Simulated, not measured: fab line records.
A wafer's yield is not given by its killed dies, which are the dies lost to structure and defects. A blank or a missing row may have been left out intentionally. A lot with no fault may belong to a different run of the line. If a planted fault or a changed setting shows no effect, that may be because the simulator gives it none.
fab line records    flow n5-finfet    part 2 of 2: steps 24 to 28 of 28
[record] lots = 5  wafers = 15  last-day = 18
route steps=1938 shown FIN_SAQP@144 FIN_CUT@154
lots untouched by any fault: they come from a run of this same line in which no faults occurred
start-h: hours from the record's opening day to when the first of the lot's shown wafers began    wait-h: hours from the lot's prior step to this one    " as in the row above    L1.1+2: a row that stands for several wafers    - value missing, or start not given    * or withheld: withheld    < > ~ a bound
route shown NAME@n: a module of which the file shows steps, and the number in the route of the first    usual: the fault-free wafers' mean and standard deviation    same: alike in all rows    chamber/n: place in a boat    sites: per-site readings    _std_site: the standard deviation of these    _edge_site: inner sites' mean taken away from outer sites' mean    radius-mm: how far each site lies from the wafer's centre    mask NAME#n: copy n    behind: the tool/chamber that last shaped the wafer    hold: the reason the lot was held/the length of the hold in hours/how it ended    device: the transistor (n, p or np) that didn't switch    end of line: tests of these same wafers at the route's end    a step with no rows: only its recipe    killed: dies that structure and defects cost at the first sort, which is not the same as the wafer's yield    map: a wafer's dies, marking killed ones x, the rest . and places with no die _
set.NAME: the setting as run; set.NAME@STEP: as run at that earlier step    model.NAME: the simulator's own value behind a step, which no gauge read
lots at selected steps of the route; one table per step, one row per wafer
services: from which hour (start-h, from the record's first day; less than 0 if before it) a tool's chamber was out of use, for how many hours, and why
[[steps]]
[step N5_FIN_CUT_ETCH_30]
[recipe] chemistry = N2/H2  target = underlayer  target-depth-a = 130  mask-material = CAR-EUV  time-s = 10.4  ion-energy-ev = 200  pressure-mtorr = 30  source-w = 840  bias-w = 150  n2-flow-sccm = 200  h2-flow-sccm = 200  ends = cleared
[usual] chamber-pressure-mTorr = 29.997/0.028  drypump-motor-current-A = 5.5/0.33  etch-rf-on-time-s = 10.37/0.2  n2-flow-sccm = 199.9/0.64  oes-product-au = 0.67/0.078  rf-vpp-V = 524.2/2.7  showerhead-plenum-p-Torr = 2.55/0.084  throttle-valve-pct = 17.81/0.27
lot.wafer  tool         chamber  start-h  wait-h  chamber-pressure-mTorr  drypump-motor-current-A  etch-rf-on-time-s  n2-flow-sccm  oes-product-au  rf-hours-counter-h  rf-vpp-V  showerhead-plenum-p-Torr  throttle-valve-pct
L081.2     rie-diel-04  3        69.75    0.0     30.020                  5.2                      10.41              200.0         0.59            227                 521.1     2.41                      17.85
L081.4     "            0        "        "       30.029                  4.9                      10.58              199.2         0.64            167                 529.2     2.65                      17.84
L081.5     "            1        "        "       30.002                  5.2                      10.04              200.3         0.79            -                   521.0     2.48                      17.87
L084.2     rie-diel-04  0        86.92    0.0     29.965                  4.9                      10.51              200.9         0.63            172                 526.6     2.65                      17.84
L084.4     "            2        "        "       30.023                  5.5                      10.26              200.1         0.67            141                 526.8     2.66                      17.76
L084.5     "            0        "        "       29.967                  5.0                      10.60              199.7         0.64            -                   527.9     2.65                      17.83
L091.1     rie-diel-01  3        130.49   0.0     29.977                  5.3                      10.51              200.4         0.58            231                 524.3     2.50                      17.87
L091.4     "            0        "        "       29.984                  5.9                      10.26              200.7         0.73            50                  524.8     2.58                      17.39
L091.5     "            0        "        "       29.966                  5.8                      10.29              200.3         0.73            -                   525.2     2.58                      17.41
L092.2     rie-diel-02  0        137.57   0.0     30.004                  5.8                      10.37              198.4         0.62            202                 526.4     2.62                      18.03
L092.5     "            2        "        "       29.952                  6.0                      10.28              198.9         0.65            -                   521.0     2.45                      17.97
L092.6     "            3        "        "       30.057                  5.9                      10.65              199.3         0.62            -                   528.0     2.62                      17.96
L096.3     rie-diel-02  0        162.94   0.0     30.043                  5.8                      10.40              200.5         0.61            212                 525.9     2.61                      18.03
L096.5     "            3        "        "       30.011                  5.9                      10.59              199.3         0.60            -                   525.3     2.62                      17.96
L096.6     "            0        "        "       30.026                  5.8                      10.46              200.7         0.61            -                   525.0     2.61                      18.03
[step N5_FIN_CUT_ETCH_20]
[recipe] chemistry = CF4  target = SiARC  target-depth-a = 260  mask-material = CAR-EUV  time-s = 43.3  ion-energy-ev = 80  pressure-mtorr = 40  source-w = 545  bias-w = 36  Ar_flow_sccm = 100  cf4-flow-sccm = 100  ends = cleared
[usual] chamber-pressure-mTorr = 40.00/0.034  drypump-motor-current-A = 5.5/0.33  etch-rf-on-time-s = 43.1/0.79  oes-product-au = 0.67/0.079  rf-vpp-V = 184.2/1.3  showerhead-plenum-p-Torr = 2.15/0.068  throttle-valve-pct = 15.56/0.23
lot.wafer  tool         chamber  start-h  wait-h  chamber-pressure-mTorr  drypump-motor-current-A  etch-rf-on-time-s  oes-product-au  rf-hours-counter-h  rf-vpp-V  showerhead-plenum-p-Torr  throttle-valve-pct
L081.2     rie-diel-04  3        69.77    0.0     39.96                   5.2                      43.5               0.59            227                 183.6     2.04                      15.60
L081.4     "            0        "        "       40.02                   5.0                      43.6               0.65            167                 185.9     2.22                      15.64
L081.5     "            1        "        "       40.02                   5.2                      41.8               0.79            -                   184.9     2.09                      15.57
L084.2     rie-diel-04  0        86.94    0.0     39.94                   5.0                      44.1               0.64            172                 187.2     2.22                      15.64
L084.4     "            2        "        "       39.96                   5.5                      43.1               0.67            141                 186.1     2.23                      15.57
L084.5     "            0        "        "       40.00                   4.9                      43.9               0.63            -                   183.0     2.22                      15.65
L091.1     rie-diel-01  3        130.51   0.0     39.97                   5.3                      43.9               0.58            231                 183.2     2.11                      15.69
L091.4     "            0        "        "       40.03                   5.9                      42.6               0.73            50                  183.4     2.18                      15.19
L091.5     "            0        "        "       39.99                   5.9                      42.7               0.73            -                   184.5     2.18                      15.21
L092.2     rie-diel-02  0        137.59   0.0     40.00                   5.8                      43.4               0.62            202                 184.8     2.21                      15.74
L092.5     "            2        "        "       39.93                   6.0                      43.0               0.64            -                   183.2     2.06                      15.53
L092.6     "            3        "        "       40.01                   5.9                      44.2               0.62            -                   185.8     2.20                      15.68
L096.3     rie-diel-02  0        162.96   0.0     40.01                   5.8                      43.8               0.61            212                 185.1     2.20                      15.76
L096.5     "            3        "        "       40.04                   5.9                      44.3               0.61            -                   184.9     2.20                      15.71
L096.6     "            0        "        "       39.99                   5.8                      43.7               0.61            -                   184.7     2.20                      15.74
[step N5_FIN_CUT_ETCH_21]
[recipe] chemistry = N2/H2  target = SOC  target-depth-a = 2190  overetch-a = 438  mask-material = SiARC  temp-c = 40  ion-energy-ev = 100  bias-w = 61  time-s = 523.5  pressure-mtorr = 30  source-w = 850  n2-flow-sccm = 200  h2-flow-sccm = 200
[usual] chamber-pressure-mTorr = 30.003/0.026  drypump-motor-current-A = 5.5/0.32  n2-flow-sccm = 200.0/0.61  oes-product-au = 0.72/0.077  rf-vpp-V = 240.9/1.4  showerhead-plenum-p-Torr = 2.55/0.084  throttle-valve-pct = 17.76/0.27
lot.wafer  tool         chamber  start-h  wait-h  chamber-pressure-mTorr  drypump-motor-current-A  n2-flow-sccm  oes-product-au  rf-hours-counter-h  rf-vpp-V  showerhead-plenum-p-Torr  throttle-valve-pct
L081.2     rie-diel-04  3        69.80    0.0     29.971                  5.2                      198.9         0.64            227                 238.0     2.41                      17.81
L081.4     "            0        "        "       30.015                  5.0                      199.6         0.70            167                 242.0     2.65                      17.77
L081.5     "            1        "        "       29.976                  5.2                      199.9         0.83            -                   238.8     2.48                      17.82
L084.2     rie-diel-04  0        86.98    0.0     30.001                  5.0                      199.9         0.69            172                 240.7     2.65                      17.79
L084.4     "            2        "        "       29.999                  5.5                      200.1         0.72            141                 242.4     2.66                      17.73
L084.5     "            0        "        "       30.002                  5.0                      200.1         0.69            -                   242.3     2.65                      17.79
L091.1     rie-diel-01  3        130.55   0.0     29.942                  5.3                      199.5         0.63            231                 239.9     2.51                      17.82
L091.4     "            0        "        "       30.040                  5.9                      199.8         0.79            50                  241.2     2.58                      17.36
L091.5     "            0        "        "       29.977                  5.9                      199.5         0.78            -                   241.6     2.58                      17.36
L092.2     rie-diel-02  0        137.62   0.0     29.972                  5.8                      201.6         0.66            202                 242.7     2.62                      17.97
L092.5     "            2        "        "       30.005                  6.0                      199.3         0.70            -                   240.6     2.45                      17.91
L092.6     "            3        "        "       30.009                  5.9                      200.5         0.67            -                   241.5     2.62                      17.90
L096.3     rie-diel-02  0        162.99   0.0     29.967                  5.8                      199.4         0.66            212                 242.6     2.61                      17.99
L096.5     "            3        "        "       30.015                  5.9                      199.4         0.66            -                   240.8     2.62                      17.93
L096.6     "            0        "        "       30.033                  5.8                      199.5         0.66            -                   241.6     2.61                      18.00
[step N5_FIN_CUT_STRIP_23]
[recipe] chemistry = N2/H2  temp-c = 40  n2-flow-sccm = 200  h2-flow-sccm = 200  rf-frequency-hz = 6e+07
lot.wafer   tool         chamber  start-h  wait-h
L081.2+4+5  rie-diel-04  3,0,1    70.11    0.2
L084.2+4+5  rie-diel-04  0,2,0    87.28    0.2
L091.1+4+5  rie-diel-01  3,0,0    130.86   0.2
L092.2+5+6  rie-diel-02  0,2,3    137.93   0.2
L096.3+5+6  rie-diel-02  0,3,0    163.30   0.2
[step N5_FIN_CUT_STRIP_31]
[recipe] chemistry = N2/H2  temp-c = 40  n2-flow-sccm = 200  h2-flow-sccm = 200  rf-frequency-hz = 6e+07
lot.wafer   tool         chamber  start-h  wait-h
L081.2+4+5  rie-diel-04  3,0,1    70.12    0.0
L084.2+4+5  rie-diel-04  0,2,0    87.29    0.0
L091.1+4+5  rie-diel-01  3,0,0    130.87   0.0
L092.2+5+6  rie-diel-02  0,2,3    137.94   0.0
L096.3+5+6  rie-diel-02  0,3,0    163.31   0.0
[[services]]
tool            chamber  start-h  hours  kind
rie-si-01       0        47.97    5.0    repair
rie-diel-04     0        49.89    8.4    repair
rie-diel-02     1        50.78    2.9    repair
rie-diel-03     3        54.33    32.3   repair
litho-track-02  -        57.99    -      consumable-replace:filter
euv-scanner-02  -        70.47    0.7    repair
euv-scanner-02  -        75.08    6.1    repair
euv-scanner-01  -        85.74    1.0    pm
rie-diel-01     1        93.05    9.4    repair
euv-scanner-02  -        94.74    1.0    pm
rie-diel-02     -        94.98    2.8    pm
rie-diel-02     3        98.87    7.9    repair
euv-scanner-02  -        114.09   41.1   repair
rie-diel-02     1        122.31   -      clean
rie-diel-02     1        122.31   -      consumable-replace:focus-ring
rie-diel-04     -        128.58   28.1   pm
rie-diel-06     0        131.83   6.3    repair
rie-si-06       2        149.47   39.4   repair
euv-scanner-01  -        150.16   1.0    pm
rie-si-06       1        152.53   3.0    repair
rie-si-03       -        153.58   0.2    repair
euv-scanner-02  -        155.21   1.0    pm
euv-scanner-02  -        156.94   12.0   pm
rie-diel-03     0        160.20   1.9    repair
